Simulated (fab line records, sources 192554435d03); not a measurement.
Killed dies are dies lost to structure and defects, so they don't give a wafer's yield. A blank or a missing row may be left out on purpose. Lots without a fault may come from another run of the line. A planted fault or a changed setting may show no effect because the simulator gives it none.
fab line records | flow n5_finfet
record lots=5 wafers=15 last_day=23
route steps=1938 shown BEOL_M0_SAQP@697 BEOL_M0_CUTY@701 BEOL_M0@715
lots that met no fault: from a run of the same line without faults
start_h: hours from the record's first day to the start of the lot's first wafer shown | wait_h: hours since the lot's step before | " the same as in the row above | L1.1+2: a row that stands for several wafers | - no value, or no start given | * or withheld: withheld | < > ~ a bound
route shown NAME@n: a module of which the file shows steps, and the number in the route of the first | usual: mean/standard deviation of fault-free wafers | same: alike in all rows | chamber/n: place in a boat | sites: the reading at each site | _std_site: their standard deviation | _edge_site: outer sites' mean less inner sites' | radius_mm: how far each site lies from the wafer's centre | mask NAME#n: copy n | behind: the tool/chamber that last shaped the wafer | hold: why the lot was held/for how many hours/how that ended | device: the transistor (n, p or np) that didn't switch | end of line: the same wafers' tests at the end of the route | a step without rows: its recipe alone | killed: dies lost to structure and defects at the first sort, not the wafer's yield | map: a wafer's dies, x killed, . not, _ none there
set.NAME: the setting as run; set.NAME@STEP: as run at that earlier step | model.NAME: the simulator's own value behind a step, which no gauge read
lots at some steps of the route; a table a step, a row a wafer
services: from which hour (start_h, from the record's first day; less than 0 if before it) a tool's chamber was out of use, for how many hours, and why
## steps
# step N5_BEOL_M0_SAQP_STRIP_89
# recipe chemistry=N2/H2 temp_c=40 n2_flow_sccm=200 h2_flow_sccm=200 rf_frequency_hz=6e+07
# columns lot.wafer tool chamber start_h wait_h
L081.1+4+6 rie_diel-01 1,3,2 158.07 0.0
L087.1+3+5 rie_diel-01 2,0,2 193.17 0.0
L089.1+3+6 rie_diel-01 2,0,1 207.77 0.0
L090.1+3+4 rie_diel-05 1,0,1 211.13 0.0
L093.1+5+6 rie_diel-04 0,3,2 226.37 0.0
# step N5_BEOL_M0_SAQP_ALD_48
# recipe material=SiO2 target_thk_a=200 temp_c=100 ald_precursor_family=BDEAS ald_co_reactant=O2-plasma pulse_time_s=1 co_reactant_pulse_time_s=1 purge_time_s=2 co_reactant_purge_time_s=2 ald_cycles=139 pressure_torr=2
# usual heater_power_w=81/9.5 precursor_pulse_height_rel=1.000/0.023
# columns lot.wafer tool chamber start_h wait_h heater_power_w precursor_pulse_height_rel
L081.1 ald_sin-02 3 158.10 0.0 71 0.964
L081.4 " 0 " " 72 0.986
L081.6 " 3 " " 73 0.996
L087.1 ald_sin-03 3 193.58 0.4 84 1.032
L087.3 " 2 " " 66 0.991
L087.5 " 3 " " 81 0.979
L089.1 ald_sin-02 0 207.81 0.0 72 0.976
L089.3 " 3 " " 72 1.009
L089.6 " 0 " " 71 1.008
L090.1 ald_sin-02 0 211.38 0.2 72 0.997
L090.3 " 2 " " 76 1.019
L090.4 " 1 " " 86 0.996
L093.1 ald_sin-03 1 226.98 0.6 87 0.982
L093.5 " 0 " " 84 0.975
L093.6 " 1 " " 89 1.025
# step N5_BEOL_M0_SAQP_ETCH_49
# recipe chemistry=CF4/O2 target_depth_a=370 target=SiO2 pressure_mtorr=40 source_w=535 bias_w=49 Ar_flow_sccm=100 cf4_flow_sccm=100 O2_flow_sccm=10 ion_energy_ev=100
# usual O2_flow_sccm=10.00/0.031 drypump_motor_current_A=5.6/0.4 oes_product_au=0.80/0.091 rf_vpp_V=241/5.6 showerhead_plenum_p_Torr=2.21/0.048 throttle_valve_pct=15.72/0.19
# columns lot.wafer tool chamber start_h wait_h O2_flow_sccm drypump_motor_current_A oes_product_au rf_hours_counter_h rf_vpp_V showerhead_plenum_p_Torr throttle_valve_pct
L081.1 rie_diel-05 0 158.63 0.3 9.97 5.3 0.71 200 238 2.19 15.91
L081.4 " 2 " " 9.97 5.6 0.78 129 243 2.22 15.69
L081.6 " 0 " " 10.01 5.2 0.72 - 237 2.19 15.89
L087.1 rie_diel-01 0 194.16 0.3 10.05 5.0 0.77 124 233 2.13 15.55
L087.3 " 2 " " 9.97 6.2 0.90 26 240 2.24 15.63
L087.5 " 1 " " 9.98 5.6 0.80 - 245 2.23 15.70
L089.1 rie_diel-05 1 208.33 0.3 10.04 6.0 0.69 231 242 2.17 15.98
L089.3 " 2 " " 10.03 5.6 0.74 148 243 2.22 15.75
L089.6 " 0 " " 10.03 5.3 0.70 - 238 2.18 15.92
L090.1 rie_diel-01 1 211.90 0.3 10.00 5.6 0.78 108 244 2.23 15.72
L090.3 " 2 " " 10.00 6.2 0.90 32 242 2.24 15.62
L090.4 " 3 " " 9.96 6.2 0.93 21 246 2.23 15.44
L093.1 rie_diel-04 3 227.51 0.3 9.96 5.8 0.75 174 252 2.21 15.68
L093.5 " 3 " " 10.06 5.8 0.75 - 253 2.21 15.68
L093.6 " 0 " " 10.00 5.3 0.85 - 246 2.32 15.89
# step N5_BEOL_M0_SAQP_STRIP_75
# recipe chemistry=CF4 resist=SiARC power_w=300 bias_power_w=75 pressure_mtorr=50 cf4_flow_sccm=150 rf_frequency_hz=6e+07
# usual drypump_motor_current_A=5.6/0.4 oes_product_au=0.184/0.021 rf_vpp_V=271.2/1.2 showerhead_plenum_p_Torr=1.80/0.042 throttle_valve_pct=13.46/0.2
# columns lot.wafer tool chamber start_h wait_h drypump_motor_current_A oes_product_au rf_hours_counter_h rf_vpp_V showerhead_plenum_p_Torr throttle_valve_pct
L081.1 rie_diel-05 0 158.73 0.1 5.3 0.169 200 271.4 1.77 13.61
L081.4 " 2 " " 5.6 0.175 129 271.7 1.81 13.48
L081.6 " 0 " " 5.3 0.165 - 269.4 1.77 13.61
L087.1 rie_diel-01 0 194.26 0.1 5.0 0.181 124 269.4 1.72 13.23
L087.3 " 2 " " 6.2 0.205 26 272.0 1.82 13.31
L087.5 " 1 " " 5.6 0.183 - 271.5 1.83 13.47
L089.1 rie_diel-05 1 208.43 0.1 5.9 0.160 231 270.1 1.78 13.80
L089.3 " 2 " " 5.6 0.169 148 270.7 1.81 13.51
L089.6 " 0 " " 5.3 0.169 - 272.0 1.76 13.67
L090.1 rie_diel-01 1 212.00 0.1 5.6 0.180 108 272.1 1.83 13.49
L090.3 " 2 " " 6.2 0.202 32 272.4 1.82 13.33
L090.4 " 3 " " 6.2 0.216 21 271.2 1.81 13.17
L093.1 rie_diel-04 3 227.61 0.1 5.8 0.167 174 271.2 1.80 13.46
L093.5 " 3 " " 5.8 0.174 - 270.7 1.80 13.45
L093.6 " 0 " " 5.3 0.196 - 273.3 1.88 13.54
# step N5_BEOL_M0_CUTY_COAT_50
# recipe resist=SiARC temp_c=220 time_s=60 spin_rpm=1500 resist_thk_nm=15
# usual chill_plate_temp_C=23.01/0.096
# columns lot.wafer tool chamber start_h wait_h chill_plate_temp_C
L081.1 litho_track-01 0 158.77 0.0 23.11
L081.4 " 0 " " 23.08
L081.6 " 0 " " 23.04
L087.1 litho_track-01 0 194.31 0.0 22.88
L087.3 " 0 " " 23.08
L087.5 " 0 " " 23.01
L089.1 litho_track-02 0 208.48 0.0 23.06
L089.3 " 0 " " 23.12
L089.6 " 0 " " 23.05
L090.1 litho_track-01 0 212.05 0.0 23.10
L090.3 " 0 " " 22.92
L090.4 " 0 " " 22.89
L093.1 litho_track-02 0 227.65 0.0 23.05
L093.5 " 0 " " 22.99
L093.6 " 0 " " 22.98
# step N5_BEOL_M0_CUTY_COAT_51
# recipe resist=CAR-ArF-block spin_rpm=1500 resist_thk_nm=150
# usual chill_plate_temp_C=23.02/0.1
# columns lot.wafer tool chamber start_h wait_h chill_plate_temp_C
L081.1 litho_track-01 0 - - 23.12
L081.4 " 0 " " 23.04
L081.6 " 0 " " 23.01
L087.1 litho_track-01 0 - - 23.04
L087.3 " 0 " " 22.94
L087.5 " 0 " " 23.09
L089.1 litho_track-02 0 - - 22.97
L089.3 " 0 " " 22.88
L089.6 " 0 " " 22.96
L090.1 litho_track-01 0 - - 22.99
L090.3 " 0 " " 22.86
L090.4 " 0 " " 23.00
L093.1 litho_track-02 0 - - 22.94
L093.5 " 0 " " 23.07
L093.6 " 0 " " 23.16
# step N5_BEOL_M0_CUTY_EBR_52
# recipe solvent=PGMEA ebr_width_mm=1.5
# usual chill_plate_temp_C=22.99/0.096
# columns lot.wafer tool chamber start_h wait_h chill_plate_temp_C
L081.1 litho_track-01 0 - - 23.08
L081.4 " 0 " " 23.06
L081.6 " 0 " " 23.08
L087.1 litho_track-01 0 - - 23.03
L087.3 " 0 " " 22.81
L087.5 " 0 " " 22.77
L089.1 litho_track-02 0 - - 22.90
L089.3 " 0 " " 22.83
L089.6 " 0 " " 22.84
L090.1 litho_track-01 0 - - 22.95
L090.3 " 0 " " 23.04
L090.4 " 0 " " 22.99
L093.1 litho_track-02 0 - - 22.96
L093.5 " 0 " " 22.85
L093.6 " 0 " " 22.94
# step N5_BEOL_M0_CUTY_SOFTBAKE_53
# recipe temp_c=110 time_s=60 resist=CAR-ArF-block
# usual chill_plate_temp_C=22.98/0.1
# columns lot.wafer tool chamber start_h wait_h chill_plate_temp_C
L081.1 litho_track-01 0 - - 23.05
L081.4 " 0 " " 23.00
L081.6 " 0 " " 22.87
L087.1 litho_track-01 0 - - 22.91
L087.3 " 0 " " 22.94
L087.5 " 0 " " 23.02
L089.1 litho_track-02 0 - - 22.87
L089.3 " 0 " " 22.85
L089.6 " 0 " " 22.84
L090.1 litho_track-01 0 - - 23.05
L090.3 " 0 " " 22.94
L090.4 " 0 " " 22.88
L093.1 litho_track-02 0 - - 22.99
L093.5 " 0 " " 23.05
L093.6 " 0 " " 23.13
# step N5_BEOL_M0_CUTY_EXPOSE_54
# recipe mask_id=M0_ABLK na=1.35 source_shape=conventional sigma_outer=0.8 polarization=unpolarized dose_mj=36
# same na=1.35
# columns lot.wafer tool chamber start_h wait_h mask
L081.1+4+6 arfi_scanner-02 0 159.00 - M0_ABLK#0
L087.1+3+5 arfi_scanner-01 0 194.41 - M0_ABLK#0
L089.1+3+6 arfi_scanner-01 0 208.71 - M0_ABLK#0
L090.1+3+4 arfi_scanner-01 0 212.15 - M0_ABLK#0
L093.1+5+6 arfi_scanner-01 0 227.75 - M0_ABLK#0
# step N5_BEOL_M0_CUTY_PEB_55
# recipe peb_temp_c=110 peb_time_s=60 resist=CAR-ArF-block
# usual chill_plate_temp_C=23.00/0.1
# columns lot.wafer tool chamber start_h wait_h chill_plate_temp_C
L081.1 litho_track-04 0 159.05 0.1 23.20
L081.4 " 0 " " 23.02
L081.6 " 0 " " 23.01
L087.1 litho_track-01 0 194.46 0.1 23.10
L087.3 " 0 " " 22.98
L087.5 " 0 " " 22.83
L089.1 litho_track-01 0 208.77 0.1 23.08
L089.3 " 0 " " 23.23
L089.6 " 0 " " 22.97
L090.1 litho_track-04 0 212.20 0.1 22.99
L090.3 " 0 " " 23.02
L090.4 " 0 " " 22.99
L093.1 litho_track-01 0 227.81 0.1 22.89
L093.5 " 0 " " 22.97
L093.6 " 0 " " 22.73
# step N5_BEOL_M0_CUTY_DEVELOP_56
# recipe develop_time_s=30 developer=TMAH resist=CAR-ArF-block rinse_liquid=diw dry=air_spin dev_temp_c=23
# usual chill_plate_temp_C=23.02/0.097
# columns lot.wafer tool chamber start_h wait_h chill_plate_temp_C
L081.1 litho_track-04 0 - - 23.12
L081.4 " 0 " " 23.08
L081.6 " 0 " " 22.96
L087.1 litho_track-01 0 - - 23.06
L087.3 " 0 " " 23.04
L087.5 " 0 " " 22.99
L089.1 litho_track-01 0 - - 23.18
L089.3 " 0 " " 23.09
L089.6 " 0 " " 23.00
L090.1 litho_track-04 0 - - 22.99
L090.3 " 0 " " 23.01
L090.4 " 0 " " 23.24
L093.1 litho_track-01 0 - - 23.01
L093.5 " 0 " " 23.12
L093.6 " 0 " " 23.02
# step N5_BEOL_M0_CUTY_CD_MEAS_57
# recipe target_cd_nm=200 landing_energy_ev=500 detector=se_inlens polarity=line
# usual cd_nm=200.0/0.98
# columns lot.wafer tool chamber start_h wait_h cd_nm
L081.1 cd_sem-03 0 159.12 - 200.5
L081.4 " 0 " " 199.8
L081.6 " 0 " " 199.5
L087.1 cd_sem-02 0 194.53 - 200.4
L087.3 " 0 " " 200.7
L087.5 " 0 " " 199.6
L089.1 cd_sem-01 0 208.83 - 200.8
L089.3 " 0 " " 200.9
L089.6 " 0 " " 200.6
L090.1 cd_sem-02 0 212.27 - 200.1
L090.3 " 0 " " 201.2
L090.4 " 0 " " 201.1
L093.1 cd_sem-03 0 227.88 - 201.5
L093.5 " 0 " " 200.3
L093.6 " 0 " " 199.7
# step N5_BEOL_M0_CUTY_OVL_MEAS_58
# recipe points_per_wafer=44
# usual M0_ABLK_OVL=-0.1/0.8
# columns lot.wafer tool chamber start_h wait_h M0_ABLK_OVL[nm]
L081.1 overlay-01 0 159.15 0.0 -0.7
L081.4 " 0 " " -1.8
L081.6 " 0 " " -1.6
L087.1 overlay-01 0 194.56 0.0 -0.5
L087.3 " 0 " " -0.6
L087.5 " 0 " " -1.3
L089.1 overlay-01 0 208.86 0.0 0.0
L089.3 " 0 " " 0.6
L089.6 " 0 " " 0.3
L090.1 overlay-01 0 212.30 0.0 0.9
L090.3 " 0 " " 0.8
L090.4 " 0 " " -0.6
L093.1 overlay-02 0 227.91 0.0 -1.0
L093.5 " 0 " " -0.2
L093.6 " 0 " " -1.2
# step N5_BEOL_M0_CUTY_INSPECT_59
# recipe mode=adi inspect_instrument=macro
# usual raw_defect_count=2.1/1.4
# columns lot.wafer tool chamber start_h wait_h raw_defect_count
L081.1 defect_inspect-02 - 159.18 0.0 0
L081.4 " - " " 3
L081.6 " - " " 1
L087.1 defect_inspect-02 - 194.58 0.0 0
L087.3 " - " " 4
L087.5 " - " " 3
L089.1 defect_inspect-01 - 208.89 0.0 1
L089.3 " - " " 5
L089.6 " - " " 2
L090.1 defect_inspect-01 - 212.32 0.0 2
L090.3 " - " " 4
L090.4 " - " " 2
L093.1 defect_inspect-02 - 227.93 0.0 0
L093.5 " - " " 3
L093.6 " - " " 2
# step N5_BEOL_M0_CUTY_DESCUM_61
# recipe chemistry=O2 time_s=7.9 source_power_w=50 bias_power_w=20 pressure_mtorr=20 rf_frequency_hz=2.712e+07 temp_c=40 resist=CAR-ArF-block o2_flow_sccm=225
# usual drypump_motor_current_A=5.8/0.42 oes_product_au=0.77/0.094 rf_vpp_V=242.9/1.6 showerhead_plenum_p_Torr=2.08/0.087 throttle_valve_pct=20.50/0.19
# columns lot.wafer tool chamber start_h wait_h drypump_motor_current_A oes_product_au rf_hours_counter_h rf_vpp_V showerhead_plenum_p_Torr throttle_valve_pct
L081.1 rie_diel-03 1 159.21 0.0 5.5 0.78 149 244.1 2.19 20.20
L081.4 " 0 " " 6.1 0.76 138 242.5 2.10 20.64
L081.6 " 1 " " 5.5 0.78 - 244.5 2.19 20.18
L087.1 rie_diel-02 1 195.23 0.6 6.2 0.84 59 247.7 2.22 20.17
L087.3 " 3 " " 5.3 0.93 16 244.7 2.16 20.44
L087.5 " 3 " " 5.2 0.93 - 243.1 2.16 20.44
L089.1 rie_diel-06 3 208.92 0.0 6.0 0.76 154 240.4 1.92 20.55
L089.3 " 1 " " 6.1 0.97 6 242.3 2.05 20.47
L089.6 " 1 " " 6.1 0.97 - 242.9 2.05 20.45
L090.1 rie_diel-03 0 212.36 0.0 6.1 0.72 159 245.1 2.09 20.65
L090.3 " 3 " " 6.0 0.67 232 242.1 1.98 20.61
L090.4 " 2 " " 5.9 0.72 202 243.5 1.99 20.30
L093.1 rie_diel-03 0 228.30 0.4 6.1 0.73 165 243.9 2.09 20.66
L093.5 " 1 " " 5.4 0.75 - 244.5 2.18 20.23
L093.6 " 2 " " 5.9 0.72 - 240.8 1.98 20.31
# step N5_BEOL_M0_CUTY_ETCH_62
# recipe chemistry=CF4 target=SiARC mask_material=CAR-ArF-block time_s=58.5 ion_energy_ev=80 pressure_mtorr=40 source_w=545 bias_w=36 Ar_flow_sccm=100 cf4_flow_sccm=100 ends=cleared
# usual drypump_motor_current_A=5.7/0.42 etch_rf_on_time_s=58.7/1.5 oes_product_au=0.66/0.078 rf_vpp_V=183.9/1.3 showerhead_plenum_p_Torr=2.13/0.076 throttle_valve_pct=15.67/0.22
# columns lot.wafer tool chamber start_h wait_h drypump_motor_current_A etch_rf_on_time_s oes_product_au rf_hours_counter_h rf_vpp_V showerhead_plenum_p_Torr throttle_valve_pct
L081.1 rie_diel-03 1 159.25 0.0 5.4 56.2 0.67 149 185.3 2.23 15.42
L081.4 " 0 " " 6.1 59.2 0.64 138 183.5 2.14 15.80
L081.6 " 1 " " 5.4 56.7 0.67 - 186.6 2.23 15.40
L087.1 rie_diel-02 1 195.26 0.0 6.2 61.1 0.70 59 185.9 2.25 15.22
L087.3 " 3 " " 5.2 57.2 0.79 16 183.7 2.19 15.46
L087.5 " 3 " " 5.2 57.1 0.79 - 183.2 2.19 15.46
L089.1 rie_diel-06 3 208.96 0.0 6.0 58.5 0.64 154 181.5 1.99 15.77
L089.3 " 1 " " 6.1 58.6 0.82 6 182.2 2.10 15.53
L089.6 " 1 " " 6.1 57.8 0.83 - 183.6 2.10 15.52
L090.1 rie_diel-03 0 212.39 0.0 6.1 59.7 0.62 159 184.2 2.13 15.83
L090.3 " 3 " " 6.0 58.6 0.59 232 181.3 2.04 15.86
L090.4 " 2 " " 5.9 58.7 0.62 202 181.5 2.04 15.54
L093.1 rie_diel-03 0 228.33 0.0 6.1 60.6 0.62 165 183.2 2.13 15.86
L093.5 " 1 " " 5.5 57.7 0.65 - 184.2 2.22 15.48
L093.6 " 2 " " 5.9 58.6 0.62 - 184.5 2.04 15.56
# step N5_BEOL_M0_CUTY_ETCH_63
# recipe chemistry=N2/H2 target=SOC target_depth_a=827 overetch_a=165 mask_material=SiARC temp_c=40 ion_energy_ev=200 time_s=124 pressure_mtorr=30 source_w=840 bias_w=150 n2_flow_sccm=200 h2_flow_sccm=200
# usual drypump_motor_current_A=5.8/0.43 oes_product_au=0.64/0.072 rf_vpp_V=523/3.1 showerhead_plenum_p_Torr=2.52/0.1 throttle_valve_pct=17.86/0.2
# columns lot.wafer tool chamber start_h wait_h drypump_motor_current_A oes_product_au rf_hours_counter_h rf_vpp_V showerhead_plenum_p_Torr throttle_valve_pct
L081.1 rie_diel-03 1 159.29 0.0 5.5 0.63 149 527 2.65 17.53
L081.4 " 0 " " 6.1 0.62 138 524 2.52 17.87
L081.6 " 1 " " 5.5 0.63 - 527 2.65 17.55
L087.1 rie_diel-02 1 195.31 0.0 6.2 0.69 59 528 2.70 17.52
L087.3 " 3 " " 5.2 0.75 16 526 2.59 17.67
L087.5 " 3 " " 5.2 0.74 - 527 2.59 17.68
L089.1 rie_diel-06 3 209.00 0.0 6.0 0.63 154 519 2.34 17.95
L089.3 " 1 " " 6.1 0.80 6 523 2.50 17.88
L089.6 " 1 " " 6.1 0.79 - 521 2.50 17.85
L090.1 rie_diel-03 0 212.44 0.0 6.1 0.60 159 524 2.51 17.90
L090.3 " 3 " " 6.0 0.56 232 521 2.40 18.00
L090.4 " 2 " " 5.9 0.59 202 519 2.41 17.75
L093.1 rie_diel-03 0 228.38 0.0 6.1 0.61 165 522 2.51 17.92
L093.5 " 1 " " 5.4 0.61 - 526 2.64 17.58
L093.6 " 2 " " 5.9 0.59 - 522 2.41 17.76
# step N5_BEOL_M0_CUTY_STRIP_64
# recipe chemistry=N2/H2 temp_c=40 n2_flow_sccm=200 h2_flow_sccm=200 rf_frequency_hz=6e+07
# columns lot.wafer tool chamber start_h wait_h
L081.1+4+6 rie_diel-03 1,0,1 159.41 0.1
L087.1+3+5 rie_diel-02 1,3,3 195.42 0.1
L089.1+3+6 rie_diel-06 3,1,1 209.12 0.1
L090.1+3+4 rie_diel-03 0,3,2 212.55 0.1
L093.1+5+6 rie_diel-03 0,1,2 228.49 0.1
# step N5_BEOL_M0_ETCH_138
# recipe chemistry=CH3F/O2 target_depth_a=120 target=SiCN time_s=31.6 ion_energy_ev=120 pressure_mtorr=30 source_w=395 bias_w=75 Ar_flow_sccm=150 CH3F_flow_sccm=30 O2_flow_sccm=20 ends=cleared
# usual O2_flow_sccm=20.00/0.059 drypump_motor_current_A=5.7/0.42 etch_rf_on_time_s=29.2/0.93 oes_product_au=0.66/0.08 rf_vpp_V=297.0/1.8 showerhead_plenum_p_Torr=1.98/0.075 throttle_valve_pct=16.36/0.2
# columns lot.wafer tool chamber start_h wait_h O2_flow_sccm drypump_motor_current_A etch_rf_on_time_s oes_product_au rf_hours_counter_h rf_vpp_V showerhead_plenum_p_Torr throttle_valve_pct
L081.1 rie_diel-03 1 159.42 0.0 19.93 5.5 28.5 0.67 149 297.8 2.08 16.09
L081.4 " 0 " " 20.09 6.1 29.0 0.65 138 298.3 1.99 16.44
L081.6 " 1 " " 19.93 5.4 29.0 0.67 - 298.6 2.08 16.08
L087.1 rie_diel-02 1 195.43 0.0 20.05 6.2 29.0 0.71 59 300.0 2.11 15.95
L087.3 " 3 " " 20.09 5.2 27.8 0.80 16 297.1 2.05 16.18
L087.5 " 3 " " 19.97 5.2 28.6 0.80 - 298.6 2.05 16.19
L089.1 rie_diel-06 3 209.13 0.0 20.09 6.0 27.5 0.65 154 293.1 1.85 16.51
L089.3 " 1 " " 19.95 6.1 27.8 0.82 6 296.8 1.96 16.25
L089.6 " 1 " " 19.93 6.1 29.1 0.82 - 296.8 1.96 16.24
L090.1 rie_diel-03 0 212.56 0.0 20.07 6.1 29.1 0.62 159 296.3 1.98 16.50
L090.3 " 3 " " 19.97 6.0 29.1 0.58 232 295.3 1.89 16.50
L090.4 " 2 " " 20.06 5.9 29.3 0.61 202 294.6 1.91 16.27
L093.1 rie_diel-03 0 228.50 0.0 19.90 6.1 30.6 0.61 165 298.0 1.98 16.51
L093.5 " 1 " " 19.93 5.5 29.4 0.64 - 300.2 2.07 16.15
L093.6 " 2 " " 19.96 5.9 30.6 0.61 - 294.8 1.91 16.29
# step N5_BEOL_M0_HM_OPEN_105
# recipe chemistry=Cl2/BCl3 target_depth_a=120 target=TiN ion_energy_ev=150 pressure_mtorr=10 icp_w=1000 bias_w=126 Cl2_flow_sccm=53.25 bcl3_flow_sccm=21.75 Ar_flow_sccm=25
# usual drypump_motor_current_A=5.7/0.4 mfc_cl2_sccm=53.24/0.16 oes_product_au=0.75/0.1 throttle_valve_pct=21.88/0.23
# columns lot.wafer tool chamber start_h wait_h drypump_motor_current_A mfc_cl2_sccm oes_product_au rf_hours_counter_h throttle_valve_pct
L081.1 rie_metal-03 1 165.32 5.9 5.5 53.12 0.75 57 22.31
L081.4 " 0 " " 6.1 53.09 0.65 - 21.81
L081.6 " 1 " " 5.5 53.28 0.75 - 22.29
L087.1 rie_metal-02 1 199.81 4.3 5.9 52.98 0.94 2 21.84
L087.3 " 0 " " 5.8 53.36 0.67 - 21.72
L087.5 " 1 " " 5.9 53.22 0.94 - 21.84
L089.1 rie_metal-02 1 209.35 0.2 6.0 53.12 0.93 2 21.84
L089.3 " 0 " " 5.8 53.21 0.67 - 21.71
L089.6 " 1 " " 6.0 53.10 0.93 - 21.85
L090.1 rie_metal-02 1 214.59 2.0 6.0 53.36 0.93 2 21.87
L090.3 " 0 " " 5.9 53.16 0.67 - 21.72
L090.4 " 1 " " 6.0 53.02 0.93 - 21.84
L093.1 rie_metal-03 0 240.74 12.2 6.1 53.35 0.64 108 21.84
L093.5 " 1 " " 5.5 53.40 0.73 - 22.33
L093.6 " 0 " " 6.1 53.17 0.64 - 21.86
# step N5_BEOL_M0_STRIP_140
# recipe chemistry=CF4 resist=SiARC power_w=300 bias_power_w=75 pressure_mtorr=50 cf4_flow_sccm=150 rf_frequency_hz=6e+07
# usual drypump_motor_current_A=5.8/0.44 oes_product_au=0.77/0.084 rf_vpp_V=270.9/1.8 showerhead_plenum_p_Torr=1.78/0.064 throttle_valve_pct=13.65/0.25
# columns lot.wafer tool chamber start_h wait_h drypump_motor_current_A oes_product_au rf_hours_counter_h rf_vpp_V showerhead_plenum_p_Torr throttle_valve_pct
L081.1 rie_diel-03 1 165.56 0.2 5.5 0.76 152 273.8 1.87 13.48
L081.4 " 3 " " 6.0 0.70 212 269.3 1.72 13.83
L081.6 " 0 " " 6.1 0.75 - 272.5 1.80 13.79
L087.1 rie_diel-02 2 200.14 0.3 5.7 0.94 7 270.0 1.84 13.45
L087.3 " 1 " " 6.1 0.83 62 272.4 1.88 13.21
L087.5 " 0 " " 6.5 0.86 - 271.9 1.83 13.56
L089.1 rie_diel-03 1 209.67 0.3 5.4 0.75 171 272.0 1.87 13.48
L089.3 " 0 " " 6.1 0.73 158 272.5 1.79 13.81
L089.6 " 2 " " 5.9 0.72 - 269.6 1.71 13.53
L090.1 rie_diel-06 2 214.78 0.1 5.1 0.72 192 272.3 1.80 14.06
L090.3 " 0 " " 5.0 0.93 13 271.7 1.83 13.21
L090.4 " 3 " " 5.9 0.76 156 269.0 1.67 13.77
L093.1 rie_diel-02 1 241.10 0.3 6.2 0.80 78 272.0 1.88 13.25
L093.5 " 2 " " 5.7 0.89 - 270.1 1.83 13.51
L093.6 " 1 " " 6.1 0.80 - 272.4 1.88 13.27
# step N5_BEOL_M0_STRIP_104
# recipe chemistry=N2/H2 power_w=450 temp_c=40 pressure_mtorr=20 rf_frequency_hz=6e+07 overash_fraction=0.3 bias_power_w=7 h2_frac=0.5 n2_flow_sccm=200 h2_flow_sccm=200
# usual drypump_motor_current_A=5.8/0.44 oes_product_au=0.78/0.088 rf_vpp_V=59.2/1.7 showerhead_plenum_p_Torr=2.52/0.1 throttle_valve_pct=23.70/0.23
# columns lot.wafer tool chamber start_h wait_h drypump_motor_current_A oes_product_au rf_hours_counter_h rf_vpp_V showerhead_plenum_p_Torr throttle_valve_pct
L081.1 rie_diel-03 1 165.58 0.0 5.4 0.79 152 59.1 2.65 23.17
L081.4 " 3 " " 6.0 0.69 212 60.9 2.40 23.86
L081.6 " 0 " " 6.1 0.75 - 57.2 2.52 23.61
L087.1 rie_diel-02 2 200.16 0.0 5.7 0.96 7 58.1 2.60 23.68
L087.3 " 1 " " 6.2 0.83 62 57.9 2.70 23.36
L087.5 " 0 " " 6.5 0.86 - 59.2 2.58 23.44
L089.1 rie_diel-03 1 209.69 0.0 5.4 0.76 171 57.7 2.64 23.26
L089.3 " 0 " " 6.1 0.74 158 60.1 2.51 23.63
L089.6 " 2 " " 5.9 0.74 - 58.6 2.41 23.56
L090.1 rie_diel-06 2 214.80 0.0 5.1 0.73 192 60.2 2.51 23.87
L090.3 " 0 " " 5.0 0.95 13 58.7 2.60 23.70
L090.4 " 3 " " 5.9 0.75 156 58.6 2.34 23.79
L093.1 rie_diel-02 1 241.12 0.0 6.2 0.80 78 59.1 2.69 23.40
L093.5 " 2 " " 5.7 0.92 - 57.4 2.59 23.74
L093.6 " 1 " " 6.2 0.80 - 59.3 2.69 23.42
# step N5_BEOL_M0_WET_ETCH_106
# recipe chemistry=DHF dilution=10:1 temp_c=25 target=SiO2 target_depth_a=1300 dry=ipa_marangoni rinse_time_s=30 rinse_temp_c=23
# columns lot.wafer tool chamber start_h wait_h
L081.1+4+6 wet_bench-05 0,7,5 165.65 -
L087.1+3+5 wet_bench-03 3,2,5 200.23 -
L089.1+3+6 wet_bench-05 2,5,7 209.76 -
L090.1+3+4 wet_bench-01 1,3,0 214.87 -
L093.1+5+6 wet_bench-03 1,3,2 241.21 -
# step N5_BEOL_M0_ETCH_128
# recipe chemistry=CF4/N2 target_depth_a=120 overetch_a=51 target=SiCN time_s=21.4 ion_energy_ev=150 pressure_mtorr=40 source_w=430 bias_w=70 Ar_flow_sccm=100 cf4_flow_sccm=60 n2_flow_sccm=60
# usual drypump_motor_current_A=5.8/0.44 oes_product_au=0.54/0.058 rf_vpp_V=381.9/2.4 showerhead_plenum_p_Torr=2.19/0.083 throttle_valve_pct=15.46/0.23
# columns lot.wafer tool chamber start_h wait_h drypump_motor_current_A oes_product_au rf_hours_counter_h rf_vpp_V showerhead_plenum_p_Torr throttle_valve_pct
L081.1 rie_diel-02 0 166.53 0.8 6.5 0.62 14 384.3 2.25 15.40
L081.4 " 1 " " 6.2 0.59 - 385.3 2.33 15.05
L081.6 " 0 " " 6.5 0.62 - 384.2 2.25 15.39
L087.1 rie_diel-03 0 200.88 0.6 6.1 0.50 155 382.4 2.19 15.60
L087.3 " 1 " " 5.4 0.51 167 383.1 2.29 15.27
L087.5 " 1 " " 5.4 0.52 - 383.5 2.29 15.27
L089.1 rie_diel-02 1 210.13 0.3 6.2 0.55 66 385.5 2.32 15.08
L089.3 " 2 " " 5.7 0.64 12 384.1 2.26 15.37
L089.6 " 0 " " 6.5 0.59 - 381.7 2.25 15.45
L090.1 rie_diel-02 1 215.19 0.3 6.1 0.56 68 386.2 2.32 15.09
L090.3 " 0 " " 6.5 0.58 38 382.5 2.25 15.45
L090.4 " 3 " " 5.2 0.61 25 382.8 2.25 15.27
L093.1 rie_diel-03 0 241.29 0.1 6.1 0.50 170 381.4 2.19 15.62
L093.5 " 2 " " 5.9 0.50 - 380.9 2.10 15.39
L093.6 " 1 " " 5.4 0.51 - 384.6 2.29 15.29
## services
# columns tool chamber start_h hours kind
rie_diel-02 0 135.23 8.0 repair
rie_diel-06 2 137.78 10.1 repair
rie_metal-02 1 139.36 18.5 repair
rie_diel-04 - 140.84 11.0 repair
wet_bench-03 - 147.42 1.9 pm
rie_diel-01 0 147.44 2.4 repair
rie_diel-01 0 155.67 2.0 repair
rie_diel-01 - 155.97 0.6 repair
arfi_scanner-01 - 156.18 4.9 pm
rie_diel-04 2 173.32 3.1 repair
rie_diel-05 3 175.09 8.5 repair
arfi_scanner-01 - 176.02 1.0 pm
arfi_scanner-01 - 177.57 1.3 pm
rie_diel-06 1 178.68 8.3 repair
rie_diel-04 - 184.97 0.5 repair
rie_diel-06 0 190.59 13.1 repair
rie_metal-03 - 199.22 0.2 repair
arfi_scanner-01 - 200.36 5.0 pm
rie_diel-04 1 204.19 22.0 repair
rie_diel-05 3 208.56 14.4 repair
ald_sin-03 - 223.89 0.9 repair
ald_sin-03 3 229.60 20.0 repair
ald_sin-03 - 237.11 0.4 repair
ald_sin-02 1 237.76 26.8 repair
## key
fault none
